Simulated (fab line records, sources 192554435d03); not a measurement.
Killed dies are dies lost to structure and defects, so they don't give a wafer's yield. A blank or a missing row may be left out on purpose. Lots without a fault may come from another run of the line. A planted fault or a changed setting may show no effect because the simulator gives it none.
One fault seen from 3 desks | flow n5_finfet | each desk has only its own numbers; what lay behind them comes last

THE TOOL OWNER'S DESK: rie_diel-02
The tool's own readings at N5_BEOL_M6_ETCH_41 (etches SiCN in CH3F/O2, target depth 29.7 nm, time 52 s): means of the sampled wafers that have a number, for each lot that ran on this tool. A lot is out of limits, marked OUT, if its mean lies more than 4 standard deviations from the usual mean; the brackets give that distance.
Columns: A = drypump_motor_current_A at N5_BEOL_M6_ETCH_41, usual 5.64 A; B = oes_product_au at N5_BEOL_M6_ETCH_41, usual 0.75 a.u.; C = rf_vpp_V at N5_BEOL_M6_ETCH_41, usual 297.4 V; D = run_length_s at N5_BEOL_M6_ETCH_41, usual 75.3 s; E = showerhead_plenum_p_Torr at N5_BEOL_M6_ETCH_41, usual 2.00 Torr; F = throttle_valve_pct at N5_BEOL_M6_ETCH_41, usual 16.38 %
lot  | first seen here | A    | B    | C     | D               | E    | F
L956 | day 10 05:16    | 5.57 | 0.69 | 296.6 | 75.2            | 1.97 | 16.49
L960 | day 11 01:40    | 5.76 | 0.71 | 297.7 | 75.5            | 2.02 | 16.65
L963 | day 12 10:55    | 5.56 | 0.79 | 296.2 | 77.4 (+4.5) OUT | 1.97 | 16.37
L967 | day 12 17:30    | 5.78 | 0.70 | 297.5 | 76.6            | 2.02 | 16.69
L966 | day 12 17:54    | 5.60 | 0.80 | 297.1 | 76.3            | 1.99 | 16.44
This desk's finding: out of limits on L963; first on L963, day 12 10:55 (run_length_s at N5_BEOL_M6_ETCH_41). In limits: L956, L960, L967, L966.

THE DEFECT DESK
What the inspections along the route counted, lot by lot: means of the sampled wafers that have a number. A lot is out of limits, marked OUT, if its mean lies more than 4 standard deviations from the usual mean; the brackets give that distance.
Columns: A = raw_defect_count at N5_BEOL_M6_INSPECT_30, usual 379
lot  | first seen here | A
L956 | day 10 04:16    | 480
L960 | day 11 01:19    | 359
L963 | day 12 10:24    | 356
L967 | day 12 17:07    | 287
L966 | day 12 17:18    | 373
L974 | day 14 15:58    | 322
L973 | day 14 16:52    | 431
This desk's finding: nothing out of limits on any of the 7 lots.

THE METROLOGY DESK
What the gauges read, lot by lot, whatever tool the lot ran on: means of the sampled wafers that have a number. A lot is out of limits, marked OUT, if its mean lies more than 4 standard deviations from the usual mean; the brackets give that distance.
Columns: A = V5_OVL at N5_BEOL_M6_OVL_MEAS_29, usual -0.2 nm
lot  | first seen here | A
L956 | day 10 04:11    | 0.2
L960 | day 11 01:07    | -0.1
L963 | day 12 10:20    | 0.2
L967 | day 12 17:04    | -1.0
L966 | day 12 17:15    | -0.6
L974 | day 14 15:55    | 0.6
L973 | day 14 16:48    | 0.4
This desk's finding: nothing out of limits on any of the 7 lots.

PUT TOGETHER
The tool owner's desk could have raised an alarm at day 12 10:55, on L963.
The defect desk saw nothing out of limits.
The metrology desk saw nothing out of limits.
The defect desk has L963 on record, within its limits.
The metrology desk has L963 on record, within its limits.
Of the lots named, all ran N5_BEOL_M6_ETCH_41 on rie_diel-02.

WHAT THE SIMULATOR HAD PUT IN
Process parameter drift: rie_diel-02, from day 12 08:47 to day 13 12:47, at N5_BEOL_M6_ETCH_41. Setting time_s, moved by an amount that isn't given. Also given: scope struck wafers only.
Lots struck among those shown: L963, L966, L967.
Hours from the fault's start to each desk's first reading out of limits: the tool owner's desk, 2.
